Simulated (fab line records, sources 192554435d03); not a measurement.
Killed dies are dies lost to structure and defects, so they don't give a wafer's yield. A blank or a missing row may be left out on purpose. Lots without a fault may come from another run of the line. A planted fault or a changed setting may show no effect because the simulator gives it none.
A struck lot beside a sound one | flow n5_finfet | 15 steps out of a route of 1938
Sound: wafers L998.2, L998.4, L998.5. Struck: wafers L987.3, L987.5, L987.6. The cause comes at the end.
At each step with rows: each side's tool, then ch and its chambers, then its first start. Under that, the readings that differ: sound wafers | struck wafers | difference of the means | sigmas: that difference in standard deviations of wafers without a fault.
alike: readings whose means differ by less than 2 such deviations, and words and numbers that are the same on both sides. not compared: withheld readings, readings that some wafer has no value for, bounds like >300 that may hide the same value, and numbers for which the record gives no deviation and whose values overlap.
The two part at a step that has a row with sigmas, a row that says differs or no value, or rows on one side only. Numbers that don't overlap but have no deviation are shown without sigmas and don't part them. A reading that every wafer of one side lacks parts them only if that side has two wafers or more.

first, 1 step without rows for these wafers: N5_SD_EPI_N_STRIP_47 (strips in CHF3/O2).
N5_SD_EPI_N_SD_RECESS_17: chemistry HBr/Cl2/O2, target depth 41 nm, time 23.7 s, bt time 3 s.
  sound on rie_si-06 ch 0,2,3, day 7 02:39; struck on rie_si-05 ch 1,2,3, day 4 09:09
  alike: drypump_motor_current_A, oes_product_au, throttle_valve_pct
  not compared: rf_hours_counter_h
N5_SD_EPI_N_STRIP_38: strips in N2/H2.
  sound on plasma_asher-02 ch 0,1, day 7 02:45; struck on plasma_asher-01 ch 0,1, day 4 09:16
  reading                     | sound       | struck      | difference | sigmas
  drypump_motor_current_A (A) | 6.1 5.9 6.1 | 4.8 5.6 4.8 | -1.0       | -2
  alike: heater_power_w, oes_product_au
  not compared: rf_hours_counter_h
then, 4 steps without rows for these wafers: N5_SD_EPI_N_WET_ETCH_43 (etches SiO2 in dHF, time 14 s, target depth 1.5 nm); N5_SD_EPI_N_STRIP_18 (strips in SPM, time 750 s); N5_SD_EPI_N_SRD_20 (time 30 s); N5_SD_EPI_N_PRECLEAN_48 (cleans in NF3:NH3, afs cycles 2, time 20 s, sublimation time 60 s).
N5_SD_EPI_N_VAPOR_ETCH_50: etches Si in HCl, time 54 s.
  sound on epi_rpcvd-01 ch 0, day 7 03:38; struck on epi_rpcvd-01 ch 0, day 4 10:01
  alike: throttle_valve_pct
then, 1 step without rows for these wafers: N5_SD_EPI_N_EPI_21 (deposits Si:P, time 690 s).
N5_SD_EPI_N_EPI_MEAS_23:
  sound on film_metro-02, day 7 06:07; struck on film_metro-02, day 4 11:51
  alike: thk_nm
then, 2 steps without rows for these wafers: N5_SD_EPI_N_PRECLEAN_24 (cleans in O3/DIW, time 60 s); N5_SD_EPI_N_SRD_25 (time 30 s).
N5_SD_EPI_N_PRECLEAN_49: cleans in NF3:NH3, afs cycles 1, time 20 s, sublimation time 60 s.
  sound on remote_plasma-01 ch 0, day 7 06:15; struck on remote_plasma-01 ch 1, day 4 12:01
  reading    | sound             | struck            | difference | sigmas
  temp_c (C) | 29.91 29.99 29.94 | 31.32 31.34 31.36 | +1.39      | +15
  alike: rf_power_w
N5_SD_EPI_N_LINER_46: material SiNx, target thk 3 nm.
  sound on ald_sin-04 ch 1,2, day 7 06:25; struck on ald_sin-04 ch 0,1, day 4 12:10
  alike: heater_power_w
-- the record jumps here: 6 days lie between the struck wafers' starts before and after (it left off in module SD_EPI_N and takes up again in module BEOL_M4, whose first step shown is number 1111 of the route) --
N5_BEOL_M4_RC_MEAS_101:
  sound on prober-01 ch 0, day 13 01:47; struck on prober-01 ch 0, day 10 08:11
  reading       | sound          | struck         | difference | sigmas
  DIBL_N (mV/V) | 38.1 38.1 38.7 | 36.2 33.7 36.1 | -3.0       | -2
  alike: DIBL_P, IOFF_N, IOFF_P, ION_N, ION_P, SS_N, SS_P, VT_N, VT_P

WHERE THEY PART
First at N5_SD_EPI_N_STRIP_38; last, within this record, at N5_BEOL_M4_RC_MEAS_101.

WHY: what the simulator had put in
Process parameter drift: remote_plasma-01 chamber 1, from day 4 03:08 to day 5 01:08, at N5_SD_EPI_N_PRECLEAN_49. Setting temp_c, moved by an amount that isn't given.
